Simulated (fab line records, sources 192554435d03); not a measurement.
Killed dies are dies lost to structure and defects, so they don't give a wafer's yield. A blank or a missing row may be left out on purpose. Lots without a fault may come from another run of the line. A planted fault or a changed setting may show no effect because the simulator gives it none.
Chamber matching | flow n5_finfet | N5_BEOL_M13_ILD_DEP_00 on pecvd-01: 3 sister chambers
The step deposits SiOC from DEMS/O2, target thk 837.92 nm, time 166.4 s. 6 wafers are shown with their chamber, then 7 later ones without.

WAFERS WITH THEIR CHAMBER
wafer  | chamber | showerhead_vpp_V (V) | showerhead_plenum_p_Torr (Torr)
L080.4 | 1       | 1421                 | 5.678
L080.5 | 2       | 1331                 | 5.661
L081.2 | 1       | 1432                 | 5.656
L081.5 | 2       | 1319                 | 5.649
L088.2 | 0       | 1534                 | 5.722
L088.4 | 0       | 1472                 | 5.716

WAFERS WITHOUT THEIR CHAMBER
wafer  | showerhead_vpp_V (V) | showerhead_plenum_p_Torr (Torr)
L088.6 | 1312                 | 5.653
L090.3 | 1515                 | 5.714
L090.5 | 1506                 | 5.716
L090.6 | 1420                 | 5.667
L096.1 | 1527                 | 5.713
L096.2 | 1330                 | 5.667
L096.3 | 1390                 | 5.656

WHICH CHAMBER EACH WENT THROUGH
wafer  | from the rows above     | in truth
L088.6 | 2                       | 2
L090.3 | 0                       | 0
L090.5 | 0                       | 0
L090.6 | 1                       | 1
L096.1 | 0                       | 0
L096.2 | 2                       | 2
L096.3 | can't be placed: 1 or 2 | 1
Placed correctly: 6 of 7. Can't be placed from these rows: 1 (the true chamber is among the candidates in 1). Placed wrongly: 0.
How it was worked out, from the rows above alone: a wafer's distance from a chamber is the root of the sum, over the readings, of the square of ((its reading less the chamber's mean) divided by the reading's scatter). The wafer belongs to the nearest chamber; if the next one is less than 2 further off, it can't be placed. A chamber's mean is the mean of its shown wafers. The scatter: the root of (the sum of the squares of (reading less its chamber's mean) over the shown wafers, divided by (wafers less chambers)).
